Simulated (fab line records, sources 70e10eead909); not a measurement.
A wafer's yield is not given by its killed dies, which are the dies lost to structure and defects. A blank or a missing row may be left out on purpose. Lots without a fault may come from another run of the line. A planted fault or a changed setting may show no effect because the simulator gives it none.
fab line records / flow nand-harc
record lots=6 wafers=18 last-day=34
route steps=1302 shown A_WL_FILL@982 A_CONTACT@983 END@1302
lots untouched by any fault: they come from a run of this same line in which no faults occurred
start-h: the number of hours between the record's first day and the start of the first shown wafer of the lot / wait-h: time in hours since the lot's previous step / " repeats the value in the row above / L1.1+2: several wafers, shown together as one row / - no value present, or no start provided / * or withheld: withheld / < > ~ a bound
route shown NAME@n: NAME is a module with steps in the file, n the number in the route of the first one / usual: mean/standard deviation of fault-free wafers / same: alike in all rows / chamber/n: place in a boat / sites: readings site by site / _std_site: standard deviation of those values / _edge_site: mean of outer sites minus mean of inner sites / radius-mm: for every site, how far away it sits from the centre of the wafer / mask NAME#n: copy n / behind: the most recent tool/chamber to have shaped the wafer / hold: why the lot was held/for how many hours/how that ended / device: whichever transistor did not switch (one of n, p or np) / end of line: at the end of the route, the tests of the same wafers / a step with no rows: only its recipe / killed: not the wafer's yield, but the dies lost to structure and defects at the first sort / map: shows each die of a wafer: x if killed, . if not, _ if none is there
set.NAME: setting as actually run; set.NAME@STEP: the setting as run at that earlier step / model.NAME: the simulator's own value behind a step, which no gauge read
lots seen at some steps along the route; tables by step, rows by wafer
services: the hour from which a tool's chamber was out of use, counted from the record's first day as start-h (under 0 if before that day), plus the number of hours and why
## steps
# step NHARC_A_WL_FILL_INSPECT_15
# usual raw-defect-count=467/100
lot.wafer=L314.1 tool=defect-inspect-01 chamber=- start-h=510.15 wait-h=0.0 raw-defect-count=400
lot.wafer=L314.5 tool=defect-inspect-01 chamber=- start-h=510.15 wait-h=0.0 raw-defect-count=526
lot.wafer=L314.6 tool=defect-inspect-01 chamber=- start-h=510.15 wait-h=0.0 raw-defect-count=505
lot.wafer=L318.1 tool=defect-inspect-01 chamber=- start-h=544.71 wait-h=0.0 raw-defect-count=522
lot.wafer=L318.3 tool=defect-inspect-01 chamber=- start-h=544.71 wait-h=0.0 raw-defect-count=417
lot.wafer=L318.5 tool=defect-inspect-01 chamber=- start-h=544.71 wait-h=0.0 raw-defect-count=499
lot.wafer=L323.1 tool=defect-inspect-01 chamber=- start-h=606.43 wait-h=0.0 raw-defect-count=509
lot.wafer=L323.5 tool=defect-inspect-01 chamber=- start-h=606.43 wait-h=0.0 raw-defect-count=419
lot.wafer=L323.6 tool=defect-inspect-01 chamber=- start-h=606.43 wait-h=0.0 raw-defect-count=404
lot.wafer=L327.3 tool=defect-inspect-02 chamber=- start-h=646.17 wait-h=0.0 raw-defect-count=393
lot.wafer=L327.4 tool=defect-inspect-02 chamber=- start-h=646.17 wait-h=0.0 raw-defect-count=358
lot.wafer=L327.5 tool=defect-inspect-02 chamber=- start-h=646.17 wait-h=0.0 raw-defect-count=373
lot.wafer=L334.1 tool=defect-inspect-01 chamber=- start-h=725.55 wait-h=0.0 raw-defect-count=483
lot.wafer=L334.4 tool=defect-inspect-01 chamber=- start-h=725.55 wait-h=0.0 raw-defect-count=374
lot.wafer=L334.6 tool=defect-inspect-01 chamber=- start-h=725.55 wait-h=0.0 raw-defect-count=422
lot.wafer=L332.3 tool=defect-inspect-02 chamber=- start-h=725.62 wait-h=0.0 raw-defect-count=384
lot.wafer=L332.5 tool=defect-inspect-02 chamber=- start-h=725.62 wait-h=0.0 raw-defect-count=419
lot.wafer=L332.6 tool=defect-inspect-02 chamber=- start-h=725.62 wait-h=0.0 raw-defect-count=501
# step NHARC_A_CONTACT_DEP_24
# recipe target-thk-a=5000 temp-c=400 pressure-torr=6.5 rf-w=900 teos-flow-sccm=161.4 flow-sccm=2650 target-thk-nm=500 gas=O2 material=SiO2
# usual heater-power-w=542/75 susceptor-temp-C=400.03/0.23 throttle-valve-pct=15.8/0.57
lot.wafer=L314.1 tool=pecvd-02 chamber=2 start-h=510.42 wait-h=0.3 heater-power-w=547 susceptor-temp-C=400.32 throttle-valve-pct=16.3
lot.wafer=L314.6 tool=pecvd-02 chamber=1 start-h=510.42 wait-h=0.3 heater-power-w=572 susceptor-temp-C=400.50 throttle-valve-pct=15.8
lot.wafer=L314.5 tool=pecvd-02 chamber=2 start-h=510.42 wait-h=0.3 heater-power-w=561 susceptor-temp-C=400.22 throttle-valve-pct=16.3
lot.wafer=L318.1 tool=pecvd-04 chamber=1 start-h=544.78 wait-h=0.1 heater-power-w=438 susceptor-temp-C=400.19 throttle-valve-pct=15.7
lot.wafer=L318.3 tool=pecvd-04 chamber=0 start-h=544.78 wait-h=0.1 heater-power-w=448 susceptor-temp-C=400.21 throttle-valve-pct=15.3
lot.wafer=L318.5 tool=pecvd-04 chamber=2 start-h=544.78 wait-h=0.1 heater-power-w=538 susceptor-temp-C=400.10 throttle-valve-pct=16.2
lot.wafer=L323.1 tool=pecvd-04 chamber=0 start-h=606.62 wait-h=0.2 heater-power-w=417 susceptor-temp-C=400.12 throttle-valve-pct=15.6
lot.wafer=L323.6 tool=pecvd-04 chamber=2 start-h=606.62 wait-h=0.2 heater-power-w=496 susceptor-temp-C=399.93 throttle-valve-pct=16.1
lot.wafer=L323.5 tool=pecvd-04 chamber=0 start-h=606.62 wait-h=0.2 heater-power-w=441 susceptor-temp-C=400.10 throttle-valve-pct=15.6
lot.wafer=L327.3 tool=pecvd-02 chamber=2 start-h=646.30 wait-h=0.1 heater-power-w=466 susceptor-temp-C=399.81 throttle-valve-pct=16.6
lot.wafer=L327.5 tool=pecvd-02 chamber=1 start-h=646.30 wait-h=0.1 heater-power-w=470 susceptor-temp-C=400.24 throttle-valve-pct=15.9
lot.wafer=L327.4 tool=pecvd-02 chamber=0 start-h=646.30 wait-h=0.1 heater-power-w=523 susceptor-temp-C=400.15 throttle-valve-pct=15.8
lot.wafer=L332.3 tool=pecvd-02 chamber=1 start-h=725.68 wait-h=0.1 heater-power-w=538 susceptor-temp-C=399.99 throttle-valve-pct=16.4
lot.wafer=L332.5 tool=pecvd-02 chamber=1 start-h=725.68 wait-h=0.1 heater-power-w=583 susceptor-temp-C=399.80 throttle-valve-pct=16.6
lot.wafer=L332.6 tool=pecvd-02 chamber=0 start-h=725.68 wait-h=0.1 heater-power-w=556 susceptor-temp-C=400.01 throttle-valve-pct=15.9
lot.wafer=L334.1 tool=pecvd-04 chamber=0 start-h=725.75 wait-h=0.2 heater-power-w=462 susceptor-temp-C=399.68 throttle-valve-pct=14.9
lot.wafer=L334.4 tool=pecvd-04 chamber=1 start-h=725.75 wait-h=0.2 heater-power-w=447 susceptor-temp-C=400.10 throttle-valve-pct=15.7
lot.wafer=L334.6 tool=pecvd-04 chamber=0 start-h=725.75 wait-h=0.2 heater-power-w=472 susceptor-temp-C=399.91 throttle-valve-pct=15.0
# step NHARC_A_CONTACT_DEP_28
# recipe target-thk-a=70000 temp-c=400 material=aC
# usual susceptor-temp-C=400.04/0.22 throttle-valve-pct=35.001/0.0096
lot.wafer=L314.1 tool=acl-dep-02 chamber=0 start-h=512.43 wait-h=1.6 susceptor-temp-C=399.72 throttle-valve-pct=35.011
lot.wafer=L314.5 tool=acl-dep-02 chamber=0 start-h=515.25 wait-h=4.4 susceptor-temp-C=400.02 throttle-valve-pct=34.987
lot.wafer=L314.6 tool=acl-dep-02 chamber=0 start-h=515.25 wait-h=4.4 susceptor-temp-C=399.82 throttle-valve-pct=35.002
lot.wafer=L318.1 tool=acl-dep-01 chamber=0 start-h=545.38 wait-h=0.1 susceptor-temp-C=- throttle-valve-pct=35.006
lot.wafer=L318.3 tool=acl-dep-01 chamber=0 start-h=546.78 wait-h=1.5 susceptor-temp-C=- throttle-valve-pct=34.999
lot.wafer=L318.5 tool=acl-dep-01 chamber=0 start-h=548.18 wait-h=2.9 susceptor-temp-C=- throttle-valve-pct=35.007
lot.wafer=L323.1 tool=acl-dep-01 chamber=0 start-h=607.10 wait-h=0.1 susceptor-temp-C=399.97 throttle-valve-pct=35.003
lot.wafer=L323.5 tool=acl-dep-01 chamber=0 start-h=609.99 wait-h=2.9 susceptor-temp-C=399.86 throttle-valve-pct=35.018
lot.wafer=L323.6 tool=acl-dep-01 chamber=0 start-h=609.99 wait-h=2.9 susceptor-temp-C=399.95 throttle-valve-pct=35.008
lot.wafer=L327.3 tool=acl-dep-02 chamber=0 start-h=648.27 wait-h=1.5 susceptor-temp-C=400.08 throttle-valve-pct=34.992
lot.wafer=L327.4 tool=acl-dep-02 chamber=0 start-h=648.27 wait-h=1.5 susceptor-temp-C=400.16 throttle-valve-pct=34.990
lot.wafer=L327.5 tool=acl-dep-02 chamber=0 start-h=648.27 wait-h=1.5 susceptor-temp-C=400.13 throttle-valve-pct=35.014
lot.wafer=L334.1 tool=acl-dep-03 chamber=0 start-h=726.23 wait-h=0.1 susceptor-temp-C=- throttle-valve-pct=35.018
lot.wafer=L334.4 tool=acl-dep-03 chamber=0 start-h=728.32 wait-h=2.1 susceptor-temp-C=- throttle-valve-pct=34.996
lot.wafer=L334.6 tool=acl-dep-03 chamber=0 start-h=729.72 wait-h=3.5 susceptor-temp-C=- throttle-valve-pct=35.006
lot.wafer=L332.3 tool=acl-dep-01 chamber=0 start-h=727.72 wait-h=1.5 susceptor-temp-C=399.89 throttle-valve-pct=34.990
lot.wafer=L332.5 tool=acl-dep-01 chamber=0 start-h=729.15 wait-h=2.9 susceptor-temp-C=400.27 throttle-valve-pct=35.016
lot.wafer=L332.6 tool=acl-dep-01 chamber=0 start-h=729.15 wait-h=2.9 susceptor-temp-C=399.85 throttle-valve-pct=34.999
# step NHARC_A_CONTACT_DEP_29
# recipe target-thk-a=1000 target-thk-nm=100 temp-c=400 pressure-torr=3.5 flow-sccm=200 rf-w=350 material=SiON
# usual heater-power-w=717/69 susceptor-temp-C=400.00/0.23
lot.wafer=L314.1 tool=pecvd-02 chamber=0 start-h=516.69 wait-h=3.6 heater-power-w=728 susceptor-temp-C=399.97
lot.wafer=L314.5 tool=pecvd-02 chamber=0 start-h=516.69 wait-h=3.6 heater-power-w=735 susceptor-temp-C=399.90
lot.wafer=L314.6 tool=pecvd-02 chamber=2 start-h=516.69 wait-h=3.6 heater-power-w=736 susceptor-temp-C=400.05
lot.wafer=L318.3 tool=pecvd-04 chamber=2 start-h=549.60 wait-h=2.1 heater-power-w=723 susceptor-temp-C=399.95
lot.wafer=L318.1 tool=pecvd-04 chamber=1 start-h=549.60 wait-h=2.1 heater-power-w=570 susceptor-temp-C=399.75
lot.wafer=L318.5 tool=pecvd-04 chamber=0 start-h=549.60 wait-h=2.1 heater-power-w=598 susceptor-temp-C=400.10
lot.wafer=L323.1 tool=pecvd-04 chamber=2 start-h=611.51 wait-h=3.7 heater-power-w=808 susceptor-temp-C=399.89
lot.wafer=L323.5 tool=pecvd-04 chamber=1 start-h=611.51 wait-h=3.7 heater-power-w=616 susceptor-temp-C=400.49
lot.wafer=L323.6 tool=pecvd-04 chamber=2 start-h=611.51 wait-h=3.7 heater-power-w=656 susceptor-temp-C=400.09
lot.wafer=L327.3 tool=pecvd-03 chamber=0 start-h=651.18 wait-h=2.2 heater-power-w=661 susceptor-temp-C=399.85
lot.wafer=L327.4 tool=pecvd-03 chamber=2 start-h=651.18 wait-h=2.2 heater-power-w=844 susceptor-temp-C=400.41
lot.wafer=L327.5 tool=pecvd-03 chamber=0 start-h=651.18 wait-h=2.2 heater-power-w=674 susceptor-temp-C=399.39
lot.wafer=L334.1 tool=pecvd-02 chamber=1 start-h=730.44 wait-h=3.5 heater-power-w=762 susceptor-temp-C=400.31
lot.wafer=L334.6 tool=pecvd-02 chamber=2 start-h=730.44 wait-h=3.5 heater-power-w=780 susceptor-temp-C=399.81
lot.wafer=L334.4 tool=pecvd-02 chamber=0 start-h=730.44 wait-h=3.5 heater-power-w=780 susceptor-temp-C=400.05
lot.wafer=L332.3 tool=pecvd-02 chamber=1 start-h=730.64 wait-h=2.2 heater-power-w=742 susceptor-temp-C=400.26
lot.wafer=L332.5 tool=pecvd-02 chamber=0 start-h=730.64 wait-h=2.2 heater-power-w=706 susceptor-temp-C=399.81
lot.wafer=L332.6 tool=pecvd-02 chamber=1 start-h=730.64 wait-h=2.2 heater-power-w=741 susceptor-temp-C=400.12
# step NHARC_A_CONTACT_DEHYDRATE_32
# recipe temp-c=150 time-s=120
# step NHARC_A_CONTACT_HMDS_33
# recipe time-s=30
# step NHARC_A_CONTACT_COAT_34
# recipe temp-c=260 time-s=75
# step NHARC_A_CONTACT_COAT_35
# recipe temp-c=225 time-s=65
# step NHARC_A_CONTACT_COAT_36
# recipe spin-rpm=1500 resist-thk-nm=90
# step NHARC_A_CONTACT_SOFTBAKE_37
# recipe temp-c=105 time-s=55
# step NHARC_A_CONTACT_EBR_38
# step NHARC_A_CONTACT_EXPOSE_39
# recipe na=1.35 sigma-outer=0.8 dose-mj=58.79 mask-id=A_CC_3
# usual exposure-dose-mJ-cm2=58.94/0.29 reticle-temp-C=23.02/0.095
# same na=1.35
lot.wafer=L314.1 tool=arfi-scanner-03 chamber=0 start-h=517.28 wait-h=- mask=A_CC_3#0 exposure-dose-mJ-cm2=58.72 reticle-temp-C=22.95
lot.wafer=L314.5 tool=arfi-scanner-03 chamber=0 start-h=517.28 wait-h=- mask=A_CC_3#0 exposure-dose-mJ-cm2=58.74 reticle-temp-C=22.94
lot.wafer=L314.6 tool=arfi-scanner-03 chamber=0 start-h=517.28 wait-h=- mask=A_CC_3#0 exposure-dose-mJ-cm2=58.78 reticle-temp-C=23.08
lot.wafer=L318.1 tool=arfi-scanner-02 chamber=0 start-h=550.18 wait-h=- mask=A_CC_3#0 exposure-dose-mJ-cm2=58.85 reticle-temp-C=23.00
lot.wafer=L318.3 tool=arfi-scanner-02 chamber=0 start-h=550.18 wait-h=- mask=A_CC_3#0 exposure-dose-mJ-cm2=58.71 reticle-temp-C=22.94
lot.wafer=L318.5 tool=arfi-scanner-02 chamber=0 start-h=550.18 wait-h=- mask=A_CC_3#0 exposure-dose-mJ-cm2=58.73 reticle-temp-C=22.94
lot.wafer=L323.1 tool=arfi-scanner-03 chamber=0 start-h=612.03 wait-h=- mask=A_CC_3#0 exposure-dose-mJ-cm2=39.47 reticle-temp-C=22.97
lot.wafer=L323.5 tool=arfi-scanner-03 chamber=0 start-h=612.03 wait-h=- mask=A_CC_3#0 exposure-dose-mJ-cm2=39.42 reticle-temp-C=23.15
lot.wafer=L323.6 tool=arfi-scanner-03 chamber=0 start-h=612.03 wait-h=- mask=A_CC_3#0 exposure-dose-mJ-cm2=39.40 reticle-temp-C=23.20
lot.wafer=L327.3 tool=arfi-scanner-03 chamber=0 start-h=651.79 wait-h=- mask=A_CC_3#0 exposure-dose-mJ-cm2=43.29 reticle-temp-C=22.95
lot.wafer=L327.4 tool=arfi-scanner-03 chamber=0 start-h=651.79 wait-h=- mask=A_CC_3#0 exposure-dose-mJ-cm2=43.36 reticle-temp-C=23.04
lot.wafer=L327.5 tool=arfi-scanner-03 chamber=0 start-h=651.79 wait-h=- mask=A_CC_3#0 exposure-dose-mJ-cm2=43.25 reticle-temp-C=23.14
lot.wafer=L334.1 tool=arfi-scanner-01 chamber=0 start-h=731.02 wait-h=- mask=A_CC_3#0 exposure-dose-mJ-cm2=59.39 reticle-temp-C=22.90
lot.wafer=L334.4 tool=arfi-scanner-01 chamber=0 start-h=731.02 wait-h=- mask=A_CC_3#0 exposure-dose-mJ-cm2=59.38 reticle-temp-C=22.84
lot.wafer=L334.6 tool=arfi-scanner-01 chamber=0 start-h=731.02 wait-h=- mask=A_CC_3#0 exposure-dose-mJ-cm2=59.38 reticle-temp-C=22.91
lot.wafer=L332.3 tool=arfi-scanner-02 chamber=0 start-h=731.20 wait-h=- mask=A_CC_3#0 exposure-dose-mJ-cm2=58.82 reticle-temp-C=23.03
lot.wafer=L332.5 tool=arfi-scanner-02 chamber=0 start-h=731.20 wait-h=- mask=A_CC_3#0 exposure-dose-mJ-cm2=58.69 reticle-temp-C=22.96
lot.wafer=L332.6 tool=arfi-scanner-02 chamber=0 start-h=731.20 wait-h=- mask=A_CC_3#0 exposure-dose-mJ-cm2=58.73 reticle-temp-C=23.07
# step NHARC_A_CONTACT_PEB_40
# recipe peb-temp-c=100 peb-time-s=65
# step NHARC_A_CONTACT_DEVELOP_41
# recipe develop-time-s=35 dev-temp-c=23
# step NHARC_A_CONTACT_CD_MEAS_42
# recipe target-cd-nm=300 landing-energy-ev=500
# usual cd-nm=300.0/0.45
# same landing-energy-ev=500
lot.wafer=L314.1 tool=cd-sem-01 chamber=0 start-h=517.41 wait-h=- cd-nm=300.0
lot.wafer=L314.5 tool=cd-sem-01 chamber=0 start-h=517.41 wait-h=- cd-nm=300.0
lot.wafer=L314.6 tool=cd-sem-01 chamber=0 start-h=517.41 wait-h=- cd-nm=300.5
lot.wafer=L318.1 tool=cd-sem-02 chamber=0 start-h=550.33 wait-h=- cd-nm=299.5
lot.wafer=L318.3 tool=cd-sem-02 chamber=0 start-h=550.33 wait-h=- cd-nm=299.8
lot.wafer=L318.5 tool=cd-sem-02 chamber=0 start-h=550.33 wait-h=- cd-nm=299.6
lot.wafer=L323.1 tool=cd-sem-01 chamber=0 start-h=612.17 wait-h=- cd-nm=284.8
lot.wafer=L323.5 tool=cd-sem-01 chamber=0 start-h=612.17 wait-h=- cd-nm=284.9
lot.wafer=L323.6 tool=cd-sem-01 chamber=0 start-h=612.17 wait-h=- cd-nm=284.3
lot.wafer=L327.3 tool=cd-sem-01 chamber=0 start-h=651.92 wait-h=- cd-nm=288.3
lot.wafer=L327.4 tool=cd-sem-01 chamber=0 start-h=651.92 wait-h=- cd-nm=288.5
lot.wafer=L327.5 tool=cd-sem-01 chamber=0 start-h=651.92 wait-h=- cd-nm=287.8
lot.wafer=L334.1 tool=cd-sem-02 chamber=0 start-h=731.15 wait-h=- cd-nm=299.7
lot.wafer=L334.4 tool=cd-sem-02 chamber=0 start-h=731.15 wait-h=- cd-nm=300.2
lot.wafer=L334.6 tool=cd-sem-02 chamber=0 start-h=731.15 wait-h=- cd-nm=300.2
lot.wafer=L332.3 tool=cd-sem-02 chamber=0 start-h=731.34 wait-h=- cd-nm=300.0
lot.wafer=L332.5 tool=cd-sem-02 chamber=0 start-h=731.34 wait-h=- cd-nm=300.3
lot.wafer=L332.6 tool=cd-sem-02 chamber=0 start-h=731.34 wait-h=- cd-nm=300.2
# step NHARC_A_CONTACT_OVL_MEAS_43
# usual overlay-x-nm=-0.3/0.76 overlay-y-nm=0.0/0.92
lot.wafer=L314.1 tool=overlay-02 chamber=- start-h=517.50 wait-h=- overlay-x-nm=0.1 overlay-y-nm=0.8
lot.wafer=L314.5 tool=overlay-02 chamber=- start-h=517.50 wait-h=- overlay-x-nm=0.0 overlay-y-nm=0.7
lot.wafer=L314.6 tool=overlay-02 chamber=- start-h=517.50 wait-h=- overlay-x-nm=-0.2 overlay-y-nm=1.4
lot.wafer=L318.1 tool=overlay-02 chamber=- start-h=550.41 wait-h=- overlay-x-nm=-0.5 overlay-y-nm=0.0
lot.wafer=L318.3 tool=overlay-02 chamber=- start-h=550.41 wait-h=- overlay-x-nm=-0.9 overlay-y-nm=0.0
lot.wafer=L318.5 tool=overlay-02 chamber=- start-h=550.41 wait-h=- overlay-x-nm=-0.8 overlay-y-nm=0.0
lot.wafer=L323.1 tool=overlay-02 chamber=- start-h=612.26 wait-h=- overlay-x-nm=-1.2 overlay-y-nm=0.3
lot.wafer=L323.5 tool=overlay-02 chamber=- start-h=612.26 wait-h=- overlay-x-nm=-0.6 overlay-y-nm=0.2
lot.wafer=L323.6 tool=overlay-02 chamber=- start-h=612.26 wait-h=- overlay-x-nm=-0.7 overlay-y-nm=0.7
lot.wafer=L327.3 tool=overlay-01 chamber=- start-h=652.01 wait-h=- overlay-x-nm=0.6 overlay-y-nm=0.7
lot.wafer=L327.4 tool=overlay-01 chamber=- start-h=652.01 wait-h=- overlay-x-nm=0.8 overlay-y-nm=0.5
lot.wafer=L327.5 tool=overlay-01 chamber=- start-h=652.01 wait-h=- overlay-x-nm=-0.3 overlay-y-nm=0.2
lot.wafer=L334.1 tool=overlay-02 chamber=- start-h=731.24 wait-h=- overlay-x-nm=-1.0 overlay-y-nm=2.4
lot.wafer=L334.4 tool=overlay-02 chamber=- start-h=731.24 wait-h=- overlay-x-nm=-0.6 overlay-y-nm=1.6
lot.wafer=L334.6 tool=overlay-02 chamber=- start-h=731.24 wait-h=- overlay-x-nm=0.0 overlay-y-nm=2.0
lot.wafer=L332.3 tool=overlay-01 chamber=- start-h=731.43 wait-h=- overlay-x-nm=-0.1 overlay-y-nm=0.6
lot.wafer=L332.5 tool=overlay-01 chamber=- start-h=731.43 wait-h=- overlay-x-nm=-0.3 overlay-y-nm=0.4
lot.wafer=L332.6 tool=overlay-01 chamber=- start-h=731.43 wait-h=- overlay-x-nm=0.0 overlay-y-nm=0.0
# step NHARC_END_SORT_01
# recipe temp-c=25
# usual killed-at-array=58/20 killed-at-other=0.9/1.4 killed-at-periphery=4/3.1 killed-dies=63/20 killed-open=3.3/1.8 killed-short=2.4/1.5
# same gross-dies=677
lot.wafer=L323.1 tool=prober-01 chamber=0 start-h=687.79 wait-h=2.5 killed-at-array=75 killed-at-other=0 killed-at-periphery=3 killed-dies=78 killed-open=2 killed-short=0
lot.wafer=L323.5 tool=prober-01 chamber=0 start-h=690.94 wait-h=3.7 killed-at-array=83 killed-at-other=0 killed-at-periphery=5 killed-dies=88 killed-open=3 killed-short=0
lot.wafer=L323.6 tool=prober-01 chamber=0 start-h=691.73 wait-h=3.9 killed-at-array=86 killed-at-other=1 killed-at-periphery=4 killed-dies=91 killed-open=5 killed-short=2
lot.wafer=L327.3 tool=prober-02 chamber=0 start-h=724.28 wait-h=3.1 killed-at-array=68 killed-at-other=2 killed-at-periphery=4 killed-dies=74 killed-open=5 killed-short=1
lot.wafer=L327.4 tool=prober-02 chamber=0 start-h=725.08 wait-h=3.4 killed-at-array=80 killed-at-other=1 killed-at-periphery=8 killed-dies=89 killed-open=5 killed-short=3
lot.wafer=L327.5 tool=prober-02 chamber=0 start-h=725.89 wait-h=3.7 killed-at-array=62 killed-at-other=0 killed-at-periphery=5 killed-dies=67 killed-open=2 killed-short=0
# killed by level:class
L323.1 A_CHANNEL_HOLE_D1:chamber-film-flake=33 A_SLIT:chamber-film-flake=23 A_CHANNEL_HOLE_D2:chamber-film-flake=8 A_CONTACT:chamber-film-flake=4 A_CHANNEL_FILL_D2:chamber-film-flake=2 A_STAIRCASE:chamber-film-flake=2 A_DECK1_JOINT:geometric-particle:open=1 A_CONTACT:geometric-particle:open=1
L323.5 A_SLIT:chamber-film-flake=33 A_CHANNEL_HOLE_D1:chamber-film-flake=28 A_CHANNEL_HOLE_D2:chamber-film-flake=8 A_WL_FILL:chamber-film-flake=5 P_ZERO_WELL:chamber-film-flake=3 A_STAIRCASE:chamber-film-flake=3 A_CONTACT:chamber-film-flake=2 P_M1:geometric-particle:open=1
L323.6 A_CHANNEL_HOLE_D1:chamber-film-flake=31 A_CHANNEL_HOLE_D2:chamber-film-flake=20 A_SLIT:chamber-film-flake=19 A_STAIRCASE:chamber-film-flake=4 A_CONTACT:chamber-film-flake=3 P_BONDPAD:chamber-film-flake=2 A_DECK1_JOINT:chamber-film-flake=2 P_CONTACT:geometric-particle:open=1
L327.3 A_CHANNEL_HOLE_D1:chamber-film-flake=39 A_CHANNEL_HOLE_D2:chamber-film-flake=10 A_CONTACT:chamber-film-flake=5 A_SLIT:chamber-film-flake=4 P_ZERO_WELL:chamber-film-flake=3 A_M1:geometric-particle:open=2 THIN_TSV:chamber-film-flake=2 A_CHANNEL_FILL_D1:geometric-particle:short=1
L327.4 A_CHANNEL_HOLE_D1:chamber-film-flake=34 A_CHANNEL_HOLE_D2:chamber-film-flake=23 P_ZERO_WELL:chamber-film-flake=5 A_DECK1_JOINT:chamber-film-flake=4 A_CHANNEL_FILL_D2:chamber-film-flake=4 A_SLIT:chamber-film-flake=3 P_GATE:chamber-film-flake=2 A_STAIRCASE:chamber-film-flake=2
L327.5 A_CHANNEL_HOLE_D1:chamber-film-flake=31 A_CHANNEL_HOLE_D2:chamber-film-flake=12 A_CONTACT:chamber-film-flake=7 A_SLIT:chamber-film-flake=5 A_STAIRCASE:chamber-film-flake=3 P_ZERO_WELL:chamber-film-flake=2 P_GATE:chamber-film-flake=2 A_CHANNEL_FILL_D2:chamber-film-flake=2
## services
tool=pecvd-02 chamber=- start-h=493.33 hours=3.3 kind=repair
tool=pecvd-04 chamber=1 start-h=517.90 hours=5.6 kind=repair
tool=arfi-scanner-03 chamber=- start-h=540.00 hours=4.0 kind=pm
tool=pecvd-03 chamber=- start-h=547.08 hours=13.0 kind=pm
tool=acl-dep-01 chamber=- start-h=552.62 hours=13.0 kind=pm
tool=arfi-scanner-01 chamber=- start-h=555.09 hours=2.6 kind=repair
tool=pecvd-04 chamber=- start-h=582.43 hours=0.5 kind=repair
tool=arfi-scanner-01 chamber=- start-h=586.51 hours=11.2 kind=repair
tool=pecvd-02 chamber=- start-h=589.66 hours=13.0 kind=pm
tool=pecvd-02 chamber=0 start-h=589.66 hours=13.0 kind=vent-cycle
tool=pecvd-02 chamber=1 start-h=589.66 hours=13.0 kind=vent-cycle
tool=pecvd-02 chamber=2 start-h=589.66 hours=13.0 kind=vent-cycle
tool=arfi-scanner-01 chamber=- start-h=597.74 hours=4.0 kind=pm
tool=pecvd-02 chamber=0 start-h=602.66 hours=- kind=clean
tool=pecvd-02 chamber=- start-h=605.25 hours=0.8 kind=repair
tool=acl-dep-02 chamber=- start-h=611.23 hours=13.0 kind=pm
tool=pecvd-04 chamber=2 start-h=622.94 hours=3.1 kind=repair
tool=pecvd-04 chamber=- start-h=631.08 hours=13.0 kind=pm
tool=arfi-scanner-02 chamber=- start-h=656.00 hours=4.0 kind=pm
tool=acl-dep-03 chamber=- start-h=665.47 hours=13.0 kind=pm
tool=arfi-scanner-02 chamber=- start-h=667.13 hours=1.5 kind=repair
tool=arfi-scanner-02 chamber=- start-h=684.14 hours=1.1 kind=repair
tool=arfi-scanner-03 chamber=- start-h=712.00 hours=4.0 kind=pm
tool=pecvd-03 chamber=- start-h=728.08 hours=13.0 kind=pm
## key
first-sign step=NHARC_A_CONTACT_EXPOSE_39 reading=exposure-dose-mJ-cm2 direction=down sigmas=61 usual=58.94 struck=41.37
effect step=NHARC_A_CONTACT_CD_MEAS_42 reading=cd-nm direction=down sigmas=30 usual=300.0 struck=286.4 through=control-loop
met-at NHARC_A_CONTACT_EXPOSE_39
struck-wafers L323.1,L323.5,L323.6,L327.3,L327.4,L327.5
tester-left-out L323,L327
loop-trim step=NHARC_A_CONTACT_EXPOSE_39 setting=dose lots=L327
onset-between 517.28 612.03
fault kind=process-parameter-drift tool=arfi-scanner-03 chamber=- onset-h=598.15 steps=NHARC_A_CONTACT_EXPOSE_39 channel=dose-mj offset=-19.218 shape=step acts-in=these-recipes-only stated=58.79
# tester-left-out: of these lots the tester's yield and bins aren't shown, on N5 and GAA mostly nor the transistor test; their killed dies are dies lost to structure and defects alone, not to doping, threshold or leakage, so they don't give the yield
# loop-trim: a control loop set the setting to another value than it would have without faults
